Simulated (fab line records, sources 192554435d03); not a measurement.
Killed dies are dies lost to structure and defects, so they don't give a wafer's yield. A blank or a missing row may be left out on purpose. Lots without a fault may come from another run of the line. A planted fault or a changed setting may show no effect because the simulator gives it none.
A struck lot beside a sound one | flow n5_finfet | 15 steps out of a route of 1938
Sound: wafers L341.1, L341.2, L341.6. Struck: wafers L358.1, L358.4, L358.5. The cause comes at the end.
At each step with rows: each side's tool, then ch and its chambers, then its first start. Under that, the readings that differ: sound wafers | struck wafers | difference of the means | sigmas: that difference in standard deviations of wafers without a fault.
alike: readings whose means differ by less than 2 such deviations, and words and numbers that are the same on both sides. not compared: withheld readings, readings that some wafer has no value for, bounds like >300 that may hide the same value, and numbers for which the record gives no deviation and whose values overlap.
The two part at a step that has a row with sigmas, a row that says differs or no value, or rows on one side only. Numbers that don't overlap but have no deviation are shown without sigmas and don't part them. A reading that every wafer of one side lacks parts them only if that side has two wafers or more.

first, 1 step without rows for these wafers: N5_BEOL_M3_SPUTTER_90 (material Cu, target thk 4.5 nm, time 8.29 s).
N5_BEOL_M3_ANNEAL_91: time 240 s.
  sound on pvd_sputter-02, day 9 07:16; struck on pvd_sputter-02, day 13 06:26
  alike: heater_power_w, susceptor_temp_C
N5_BEOL_M3_SPUTTER_92: material Cu, target thk 4.5 nm, time 8.29 s.
  sound on pvd_sputter-02, day 9 07:24; struck on pvd_sputter-02, day 13 06:35
  alike: susceptor_temp_C, throttle_valve_pct
N5_BEOL_M3_ANNEAL_93: time 240 s.
  sound on pvd_sputter-02, day 9 07:29; struck on pvd_sputter-02, day 13 06:40
  alike: heater_power_w, susceptor_temp_C
then, 2 steps without rows for these wafers: N5_BEOL_M3_SPUTTER_94 (material Cu, target thk 4.5 nm, time 8.29 s); N5_BEOL_M3_ANNEAL_95 (time 240 s).
N5_BEOL_M3_SPUTTER_96: material Cu, target thk 4.5 nm, time 8.29 s.
  sound on pvd_sputter-02, day 9 07:50; struck on pvd_sputter-02, day 13 07:01
  alike: susceptor_temp_C, throttle_valve_pct
then, 3 steps without rows for these wafers: N5_BEOL_M3_ECD_50 (material Cu, target thk 300 nm); N5_BEOL_M3_ANNEAL_51 (time 90 s); N5_BEOL_M3_CMP_52 (polishes, stops on SiOC, t overpolish 6.8 s, target thk 40 nm).
N5_BEOL_M3_THK_MEAS_53: measures by xrf.
  sound on film_metro-02, day 9 08:56; struck on film_metro-02, day 13 07:49
  alike: M3_THK
N5_BEOL_M3_PRE_CLEAN_60: time 15 s.
  sound on cvd_co-01 ch 0,2, day 9 08:58; struck on cvd_co-01 ch 0,2, day 13 07:51
  alike: heater_power_outer_w, heater_power_w, rf_fwd_power_W
  not compared: susceptor_temp_C
N5_BEOL_M3_CO_CAP_55: material Co, precursor CCTBA/H2, target thk 2 nm, time 102.1 s.
  sound on cvd_co-01 ch 0,2, day 9 09:00; struck on cvd_co-01 ch 0,2, day 13 07:53
  no value came back on the struck wafers for chamber_pressure_Torr (Torr), heater_power_outer_w (W), heater_power_w (W), susceptor_temp_C (C); on the sound wafers chamber_pressure_Torr (Torr) reads 30.00 29.93 29.92
then, 1 step without rows for these wafers: N5_BEOL_M3_PRE_CLEAN_56 (time 15 s).
N5_BEOL_M4_RC_MEAS_101:
  sound on prober-02 ch 0, day 10 10:07; struck on prober-01 ch 0, day 14 09:37
  reading   | sound       | struck      | difference | sigmas
  VT_N (mV) | 253 255 253 | 241 247 247 | -9         | -3
  alike: DIBL_N, DIBL_P, IOFF_N, IOFF_P, ION_N, ION_P, SS_N, SS_P, VT_P

WHERE THEY PART
First at N5_BEOL_M3_CO_CAP_55; last, within this record, at N5_BEOL_M4_RC_MEAS_101.

WHY: what the simulator had put in
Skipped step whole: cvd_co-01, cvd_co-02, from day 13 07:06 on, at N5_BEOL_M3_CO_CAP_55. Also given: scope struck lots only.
